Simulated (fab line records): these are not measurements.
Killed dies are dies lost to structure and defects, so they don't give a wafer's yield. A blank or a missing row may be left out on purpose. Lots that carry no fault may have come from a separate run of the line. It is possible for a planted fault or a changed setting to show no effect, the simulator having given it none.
Shared-tool check / flow n5 finfet / 8 lots, 24 wafers sampled

WHY THIS WAS OPENED
3 of 8 lots carry a flag on the reading M11_THK at N5_BEOL_M11_THK_MEAS_53. No-fault wafers: 142.5 nm, standard deviation 2.5.
Rule: a lot is flagged in two cases, either no wafer of it has a number, or all its wafers with numbers fall more than 4 standard deviations from that mean. The rest of the lots are taken to be sound.

lot=L795; measured=day 12 16:35; on=film metro-02; M11_THK (nm), wafer by wafer=321.6 320.4 320.0; flag=FLAGGED
lot=L796; measured=day 12 20:56; on=film metro-01; M11_THK (nm), wafer by wafer=323.6 330.7 329.5; flag=FLAGGED
lot=L797; measured=day 13 00:32; on=film metro-01; M11_THK (nm), wafer by wafer=338.1 334.7 332.4; flag=FLAGGED
lot=L799; measured=day 13 09:02; on=film metro-02; M11_THK (nm), wafer by wafer=141.0 144.9 143.4; flag=
lot=L806; measured=day 14 18:31; on=film metro-01; M11_THK (nm), wafer by wafer=146.4 141.9 146.0; flag=
lot=L804; measured=day 14 19:12; on=film metro-01; M11_THK (nm), wafer by wafer=148.7 144.4 141.8; flag=
lot=L810; measured=day 16 00:31; on=film metro-01; M11_THK (nm), wafer by wafer=139.0 142.5 137.9; flag=
lot=L807; measured=day 16 01:30; on=film metro-02; M11_THK (nm), wafer by wafer=141.5 145.6 144.6; flag=
The mean of the flagged lots' numbers is 327.9 nm, +185.4 nm from the usual (+74 standard deviations).

WHICH TOOL EACH LOT WENT THROUGH
The record holds 2 process steps before the reading, out of a route of 1938 steps. Each cell gives the tool, then ch followed by the chambers the sampled wafers passed through, then the start.
lot=L795; flag=FLAGGED; N5_BEOL_M11_STRIP_19=rie diel-03 ch 0,1,3, day 12 12:46; N5_BEOL_M11_CMP_52=cmp-04 ch 0,1,3, day 12 16:22
lot=L796; flag=FLAGGED; N5_BEOL_M11_STRIP_19=rie diel-03 ch 0,1,3, day 12 15:33; N5_BEOL_M11_CMP_52=cmp-03 ch 1,3, day 12 20:41
lot=L797; flag=FLAGGED; N5_BEOL_M11_STRIP_19=rie diel-03 ch 1,2,3, day 12 19:56; N5_BEOL_M11_CMP_52=cmp-04 ch 1,2,3, day 13 00:14
lot=L799; flag=; N5_BEOL_M11_STRIP_19=rie diel-03 ch 0,2,3, day 13 04:58; N5_BEOL_M11_CMP_52=cmp-04 ch 0,1,3, day 13 08:44
lot=L806; flag=; N5_BEOL_M11_STRIP_19=rie diel-01 ch 1,2, day 14 15:03; N5_BEOL_M11_CMP_52=cmp-04 ch 1,2, day 14 18:13
lot=L804; flag=; N5_BEOL_M11_STRIP_19=rie diel-01 ch 1,2,3, day 14 15:40; N5_BEOL_M11_CMP_52=cmp-03 ch 2,3, day 14 18:57
lot=L810; flag=; N5_BEOL_M11_STRIP_19=rie diel-05 ch 0,1,2, day 15 19:09; N5_BEOL_M11_CMP_52=cmp-04 ch 0,1,3, day 16 00:13
lot=L807; flag=; N5_BEOL_M11_STRIP_19=rie diel-05 ch 1,2, day 15 20:22; N5_BEOL_M11_CMP_52=cmp-04 ch 0,1,3, day 16 01:14
What these steps do:
- N5_BEOL_M11_STRIP_19: strips in O2.
- N5_BEOL_M11_CMP_52: polishes, stops on SiCOH lowk, t overpolish 7 s, target thk 140 nm.
- N5_BEOL_M11_THK_MEAS_53: measures by xrf.

FLAGGED AGAINST TOTAL, ONE TOOL AT A TIME (gauges that did the reading follow at the end)
step=N5_BEOL_M11_STRIP_19; tool=rie diel-01; lots run=2; flagged=0; share of the flagged lots=none; sound lots run after its first flagged lot=-
step=N5_BEOL_M11_STRIP_19; tool=rie diel-03; lots run=4; flagged=3; share of the flagged lots=all; sound lots run after its first flagged lot=1 (L799)
step=N5_BEOL_M11_STRIP_19; tool=rie diel-05; lots run=2; flagged=0; share of the flagged lots=none; sound lots run after its first flagged lot=-
step=N5_BEOL_M11_CMP_52; tool=cmp-03; lots run=2; flagged=1; share of the flagged lots=some; sound lots run after its first flagged lot=1 (L804)
step=N5_BEOL_M11_CMP_52; tool=cmp-04; lots run=6; flagged=2; share of the flagged lots=some; sound lots run after its first flagged lot=4 (L799,L806,L810,L807)
step=N5_BEOL_M11_THK_MEAS_53; tool=film metro-01; lots run=5; flagged=2; share of the flagged lots=some; sound lots run after its first flagged lot=3 (L806,L804,L810)
step=N5_BEOL_M11_THK_MEAS_53; tool=film metro-02; lots run=3; flagged=1; share of the flagged lots=some; sound lots run after its first flagged lot=2 (L799,L807)

WHAT THE TABLE ALLOWS
1 row of the table ran every flagged lot: rie diel-03 at N5_BEOL_M11_STRIP_19.
- rie diel-03 at N5_BEOL_M11_STRIP_19: 3 of its 4 lots flagged. Sound lots followed the first flagged one (L799) on it, something a lasting fault affecting the whole tool could not allow.
There is no row in the table that ran each flagged lot and no sound lot after the first.

WHAT WAS PUT IN BY THE SIMULATOR
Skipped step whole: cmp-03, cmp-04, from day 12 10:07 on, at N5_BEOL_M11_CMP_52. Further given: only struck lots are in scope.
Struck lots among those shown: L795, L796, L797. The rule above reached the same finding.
